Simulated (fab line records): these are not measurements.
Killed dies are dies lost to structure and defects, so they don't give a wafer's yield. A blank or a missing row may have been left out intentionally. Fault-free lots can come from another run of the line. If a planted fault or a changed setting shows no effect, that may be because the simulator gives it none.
fab line records | flow n5Finfet
[record] lots = 11 wafers = 31 lastDay = 19
route steps=1938 shown BEOL_M5@1172 PASSIVATION@1936
lots that met no fault: from a run of the same line without faults
startH: start of the lot's first displayed wafer, in hours after the record's first day | waitH: hours since the lot's step before | " repeats the value in the row above | L1.1+2: one row covering several wafers at once | - no value, or no start was given | * or withheld: withheld | < > ~ a bound
route shown NAME@n: NAME is a module with steps in the file, n the number in the route of the first one | usual: the fault-free wafers' mean and standard deviation | same: alike in all rows | chamber/n: place in a boat | sites: readings site by site | _std_site: standard deviation across them | _edge_site: inner sites' mean taken away from outer sites' mean | radiusMm: for every site, how far away it sits from the centre of the wafer | mask NAME#n: copy n | behind: the tool/chamber that last shaped the wafer | hold: reason for holding the lot/hours on hold/outcome of the hold | device: which transistor (n, p or np) failed to switch | end of line: the same wafers' tests at the end of the route | a step given without rows: its recipe and nothing more | killed: not the wafer's yield, but the dies lost to structure and defects at the first sort | map: a wafer's dies, x killed, . not, _ none there
set.NAME: the setting that was run; set.NAME@STEP: the one run at that earlier step | model.NAME: the simulator's own value behind a step, which no gauge read
route steps across a sampled set of lots; one table per step, one row per wafer
services: when a tool's chamber went out of use (startH, in hours from the record's first day, below 0 if earlier), for how many hours, and the reason
[[steps]]
[step N5_BEOL_M5_ALD_86]
[recipe] material = TaN targetThkA = * tempC = 275 aldPrecursorFamily = PDMAT aldCoReactant = NH3 pressureTorr = 3 carrierFlowSccm = 1500 pulseTimeS = 2 purgeTimeS = 3 coReactantPurgeTimeS = 2 coReactantPulseTimeS = 3 aldCycles = 30 precursorVesselTempC = 75 precursorVesselPressureTorr = 26.25 precursorVesselCarrierSccm = 1000
[usual] heaterPowerW = 421/55 precursorVesselPressureTorr = 26.25/0.051
// columns lot.wafer tool chamber startH waitH heaterPowerW precursorVesselPressureTorr
L110.1 aldMetal-02 2 198.37 0.3 416 26.26
L110.3 " 1 " " 540 26.25
L110.5 " 0 " " 501 26.22
L111.1 aldMetal-03 3 200.78 0.0 336 26.26
L111.2 " 2 " " 386 26.22
L111.6 " 0 " " 402 26.34
L116.2 aldMetal-03 0 215.20 0.0 399 26.25
L116.3 " 2 " " 379 26.21
L116.5 " 0 " " 395 26.18
L114.3 aldMetal-02 3 222.60 0.0 382 26.28
L114.4 " 2 " " 403 26.29
L114.6 " 1 " " 548 26.24
L118.1 aldMetal-03 0 226.00 0.2 405 26.22
L118.2 " 1 " " 434 26.26
L118.3 " 2 " " 382 26.17
L119.1 aldMetal-02 0 244.34 0.0 499 26.30
L119.3 " 3 " " 393 26.28
L119.6 " 3 " " 383 26.23
L126.1 aldMetal-02 3 283.25 0.1 382 26.31
L126.4 " 0 " " 493 26.23
L128.1 aldMetal-01 2 289.57 0.0 446 26.26
L128.4 " 1 " " 442 26.23
L128.5 " 2 " " 439 26.18
L130.1 aldMetal-02 2 319.94 0.0 406 26.22
L130.3 " 3 " " 380 26.32
L130.4 " 0 " " 498 26.24
L132.1 aldMetal-01 1 327.90 0.0 436 26.30
L132.2 " 0 " " 399 26.36
L132.5 " 0 " " 399 26.31
L131.4 aldMetal-01 3 348.21 0.1 391 26.23
L131.5 " 1 " " 443 26.26
[step N5_BEOL_M5_SPUTTER_83]
[recipe] material = Cu targetThkA = 150 tempC = -20 chamberPressurePa = 0.07 powerW = withheld timeS = 27.62
[usual] chuckGasFlowSccm = 1.26/0.05 throttleValvePct = 30.3/0.93
// columns lot.wafer tool chamber startH waitH chuckGasFlowSccm throttleValvePct
L110.1 pvdSputter-01 - 201.58 0.5 1.29 30.3
L110.3 " - " " 1.28 29.8
L110.5 " - " " 1.22 30.4
L111.1 pvdSputter-03 - 203.63 0.5 1.28 30.6
L111.2 " - " " 1.29 30.6
L111.6 " - " " 1.30 30.5
L116.2 pvdSputter-01 - 218.15 0.5 1.20 30.4
L116.3 " - " " 1.32 30.3
L116.5 " - " " 1.24 29.4
L114.3 pvdSputter-03 - 225.31 0.5 1.27 30.5
L114.4 " - " " 1.28 32.1
L114.6 " - " " 1.22 31.5
L118.1 pvdSputter-01 - 228.80 0.5 1.28 30.4
L118.2 " - " " 1.32 28.4
L118.3 " - " " 1.19 29.5
L119.1 pvdSputter-03 - 246.97 0.5 1.25 32.3
L119.3 " - " " 1.21 30.7
L119.6 " - " " 1.25 31.1
L126.1 pvdSputter-03 - 286.70 0.5 1.26 30.8
L126.4 " - " " 1.22 31.4
L128.1 pvdSputter-03 - 292.33 0.5 1.27 30.9
L128.4 " - " " 1.23 32.2
L128.5 " - " " 1.28 32.0
L130.1 pvdSputter-02 - 322.96 0.5 1.31 29.5
L130.3 " - " " 1.19 29.7
L130.4 " - " " 1.33 30.8
L132.1 pvdSputter-02 - 331.01 0.5 1.33 29.6
L132.2 " - " " 1.28 30.9
L132.5 " - " " 1.35 29.7
L131.4 pvdSputter-01 - 350.92 0.5 1.31 30.1
L131.5 " - " " 1.31 30.4
[step N5_BEOL_M5_ECD_50]
[recipe] material = Cu targetThkA = 3000
// columns lot.wafer tool chamber startH waitH
L110.1+3+5 ecdCu-02 0,0,1 203.87 0.1
L111.1+2+6 ecdCu-01 1,0,1 205.93 0.1
L116.2+3+5 ecdCu-02 0,1,0 220.44 0.1
L114.3+4+6 ecdCu-02 0,1,0 227.62 0.1
L118.1+2+3 ecdCu-02 0,1,1 231.09 0.1
L119.1+3+6 ecdCu-02 0,1,0 249.26 0.1
L126.1+4 ecdCu-01 1 288.99 0.1
L128.1+4+5 ecdCu-01 1 294.63 0.1
L130.1+3+4 ecdCu-01 0,0,1 325.26 0.1
L132.1+2+5 ecdCu-01 1,0,0 333.30 0.1
L131.4+5 ecdCu-02 0 353.23 0.1
[step N5_BEOL_M5_CMP_52]
[recipe] stopOn = SiCOH_lowk tOverpolishS = 6.9 downForcePsi = 1 platenRpm = 50 clearingPlatenDownForcePsi = 1.5 clearingPlatenRpm = 50 postCmpClean = cuAlkaline targetThkNm = 62 clearingPlatenPadVelocityMS = 0.99484 padVelocityMS = 0.99484
[usual] clearingPlatenRpm = 50.001/0.025 headPressurePsi = 0.9999/0.0023 motorCurrentA = 6.1/0.58 slurryFilterDpKPa = 13.49/0.14 slurryFlowMlMin = 149.9/0.44 timeToEndpointS = 62/3.9
// columns lot.wafer tool chamber startH waitH clearingPlatenRpm headPressurePsi motorCurrentA slurryFilterDpKPa slurryFlowMlMin timeToEndpointS
L110.3 cmp-04 2 204.29 0.2 50.036 1.0015 5.8 13.57 150.4 63
L110.1 " 0 " " 49.988 1.0020 6.1 13.64 150.0 63
L110.5 " 2 " " 50.049 1.0016 5.8 13.63 149.6 65
L111.2 cmp-02 1 206.31 0.2 50.001 0.9977 6.9 13.40 150.5 64
L111.1 " 2 " " 50.047 1.0057 6.8 13.57 150.0 60
L111.6 " 2 " " 50.012 1.0012 6.8 13.54 149.7 66
L116.3 cmp-02 2 220.87 0.2 50.023 1.0002 6.6 13.41 149.1 63
L116.2 " 0 " " 50.033 0.9996 6.3 13.55 150.9 58
L116.5 " 1 " " 49.987 1.0004 6.5 13.76 149.3 62
L114.4 cmp-03 0 228.02 0.2 49.978 0.9965 5.2 13.47 150.8 37
L114.3 " 2 " " 50.016 0.9981 6.2 13.54 150.5 40
L114.6 " 3 " " 50.033 1.0038 5.4 13.72 149.5 59
L118.2 cmp-02 3 231.47 0.2 49.985 1.0002 5.4 13.61 149.5 66
L118.1 " 1 " " 50.045 0.9983 6.8 13.60 150.3 64
L118.3 " 2 " " 50.029 1.0011 6.6 13.57 150.0 40
L119.1 cmp-02 2 249.98 0.6 50.022 1.0010 6.5 13.33 150.1 65
L119.3 " 0 " " 49.977 0.9997 6.2 13.51 149.5 32
L119.6 " 3 " " 50.023 0.9996 5.4 13.48 150.9 67
L126.4 cmp-02 0 289.41 0.2 50.005 1.0017 6.2 13.50 149.8 55
L126.1 " 2 " " 50.028 0.9980 6.3 13.70 149.2 64
L128.1 cmp-02 2 295.17 0.3 49.975 1.0002 6.6 13.38 151.1 66
L128.4 " 3 " " 50.016 1.0013 5.7 13.62 150.1 65
L128.5 " 0 " " 50.010 0.9962 5.7 13.51 149.8 60
L130.1 cmp-03 0 325.68 0.3 50.006 0.9989 5.5 13.27 148.8 57
L130.4 " 1 " " 49.984 1.0003 7.0 13.49 150.2 61
L130.3 " 2 " " 49.998 1.0018 6.8 13.25 150.5 61
L132.1 cmp-02 3 333.95 0.3 50.019 1.0003 5.4 13.59 150.3 70
L132.2 " 2 " " 50.023 1.0018 6.5 13.43 149.9 66
L132.5 " 3 " " 50.032 0.9952 5.2 13.29 150.3 67
L131.4 cmp-04 1 353.67 0.2 49.964 0.9964 5.7 13.61 149.5 58
L131.5 " 0 " " 49.982 0.9979 5.8 13.49 150.1 56
[step N5_BEOL_M5_THK_MEAS_53]
[recipe] thkMeasGauge = xrf reads = Cu_of_BEOL_M5_ECD_50
[usual] M5_THK = 62.2/2.2
// columns lot.wafer tool chamber startH waitH M5_THK[nm]
L110.1 filmMetro-01 - 204.55 - 64.6
L110.3 " - " " 64.8
L110.5 " - " " 63.5
L111.1 filmMetro-02 - 206.60 - 63.7
L111.2 " - " " 65.0
L111.6 " - " " 66.5
L116.2 filmMetro-01 - 221.12 - 59.3
L116.3 " - " " 60.9
L116.5 " - " " 63.1
L114.3 filmMetro-01 - 228.28 - 58.8
L114.4 " - " " 57.8
L114.6 " - " " 57.8
L118.1 filmMetro-02 - 231.76 - 60.9
L118.2 " - " " 62.6
L118.3 " - " " 64.3
L119.1 filmMetro-01 - 250.27 - 62.5
L119.3 " - " " 56.2
L119.6 " - " " 59.3
L126.1 filmMetro-02 - 289.67 - 64.5
L126.4 " - " " 61.5
L128.1 filmMetro-01 - 295.39 - 64.6
L128.4 " - " " 64.9
L128.5 " - " " 61.1
L130.1 filmMetro-01 - 325.93 - 62.9
L130.3 " - " " 61.9
L130.4 " - " " 63.1
L132.1 filmMetro-01 - 334.25 - 66.1
L132.2 " - " " 64.5
L132.5 " - " " 63.8
L131.4 filmMetro-02 - 353.89 - 58.9
L131.5 " - " " 63.7
[step N5_PASSIVATION_PROBE_49]
[usual] defectLimitedYield = 91.5/1.7 killed_at_M0_to_M3 = 33/11 killed_at_M4_up = 13/5.2 killedAtContacts = 11/5.7 killedAtFrontEnd = 39/11 killedAtOther = 4/3 killedDies = 101/20 killedOnRim = 13/4.1 killedOpen = 66/15 killedShort = 33/8.4 sort_bin_4_leakage = 0.01/0.073 sort_bin_5_function = 5.0/1.1 sort_bin_6_memory = 3.2/0.69 sort_bin_8_speed = 0.1/0.52 sortNPass = 1078/20 sortYieldPct = 91.4/1.7
[same] grossDies = 1180 killedAtBackSide = 0
// columns lot.wafer tool chamber startH waitH defectLimitedYield[%] killed_at_M0_to_M3 killed_at_M4_up killedAtContacts killedAtFrontEnd killedAtOther killedDies killedOnRim killedOpen killedShort sort_bin_4_leakage[%] sort_bin_5_function[%] sort_bin_6_memory[%] sort_bin_8_speed[%] sortNPass sortYieldPct[%]
L110.1 prober-01 - 287.51 0.0 93.4 24 16 10 24 4 78 8 51 23 0 4.3 2.3 0 1102 93.4
L110.3 prober-01 - 287.61 0.1 91.6 37 22 7 26 7 99 10 66 32 0 4.6 3.5 0 1081 91.6
L110.5 prober-01 - 287.71 0.2 90.9 43 11 13 36 4 107 10 70 34 0 5.1 3.5 0 1073 90.9
// killed by level:class
L110.1 BEOL_M1:geometricParticle:open=9 MOL_CONTACT_COAG:geometricParticle:open=7 BEOL_M4:geometricParticle:open=7 STI_FIN_REVEAL:geometricParticle:open=6 DUMMY_GATE:geometricParticle:open=4 ILD0:geometricParticle:short=3 BEOL_M0_SAQP:geometricParticle:short=3 STARTING-WAFER:geometricParticle:open=3
L110.3 BEOL_M1:geometricParticle:open=9 BEOL_M4:geometricParticle:open=9 BEOL_M0_SAQP:geometricParticle:short=8 BEOL_M2:geometricParticle:open=7 BEOL_M3:geometricParticle:open=7 MOL_CONTACT_COAG:geometricParticle:open=6 PASS1_CAP:geometricParticle:short=5 FIN_SAQP:geometricParticle:open=4
L110.5 MOL_CONTACT_COAG:geometricParticle:open=10 BEOL_M0_SAQP:geometricParticle:open=10 BEOL_M1:geometricParticle:open=9 FIN_SAQP:geometricParticle:open=8 FIN_SAQP:geometricParticle:short=8 BEOL_M0_SAQP:geometricParticle:short=7 GATE_CUT:geometricParticle:short=6 BEOL_M5:geometricParticle:open=5
[[services]]
// columns tool chamber startH hours kind
aldMetal-01 - 206.61 2.8 pm
aldMetal-03 3 207.26 9.5 repair
cmp-04 - 212.82 0.3 repair
aldMetal-03 - 221.99 3.6 repair
cmp-04 - 227.49 4.0 pm
cmp-03 - 237.91 4.0 pm
aldMetal-01 - 245.27 1.1 repair
aldMetal-03 - 246.47 1.1 repair
cmp-02 - 258.41 2.0 repair
cmp-03 - 261.62 0.7 repair
cmp-02 - 262.26 0.8 repair
ecdCu-01 - 272.53 0.3 repair
cmp-03 - 272.80 6.5 pm
cmp-04 - 276.78 0.6 repair
aldMetal-03 0 285.63 2.0 repair
cmp-03 - 286.88 18.2 pm
cmp-04 - 296.31 1.8 repair
ecdCu-01 - 304.98 1.4 repair
aldMetal-01 2 325.11 29.9 repair
cmp-02 - 325.52 3.7 pm
ecdCu-02 - 334.37 0.7 repair
aldMetal-03 - 337.43 14.0 pm
aldMetal-01 - 339.55 6.0 pm
aldMetal-01 - 350.12 1.0 repair
[[key]]
[firstSign] step = N5_BEOL_M5_CMP_52 reading = timeToEndpointS direction = down sigmas = 6.2 usual = * struck = *
effect none on later readings
metAt N5_BEOL_M5_ECD_50
struckLots L114,L118,L119
struckWafers L114.3,L114.4,L118.3,L119.3
notActingAt N5_BEOL_M5_ALD_86,N5_BEOL_M5_SPUTTER_83,N5_BEOL_M5_THK_MEAS_53
onsetBetween 220.44 227.62
[fault] kind = processParameterDrift tool = ecdCu-02 chamber = - onsetH = 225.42 steps = N5_BEOL_M5_ECD_50 channel = targetThkA offset = * shape = step endH = 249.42 scope = struckWafersOnly actsIn = * stated = *
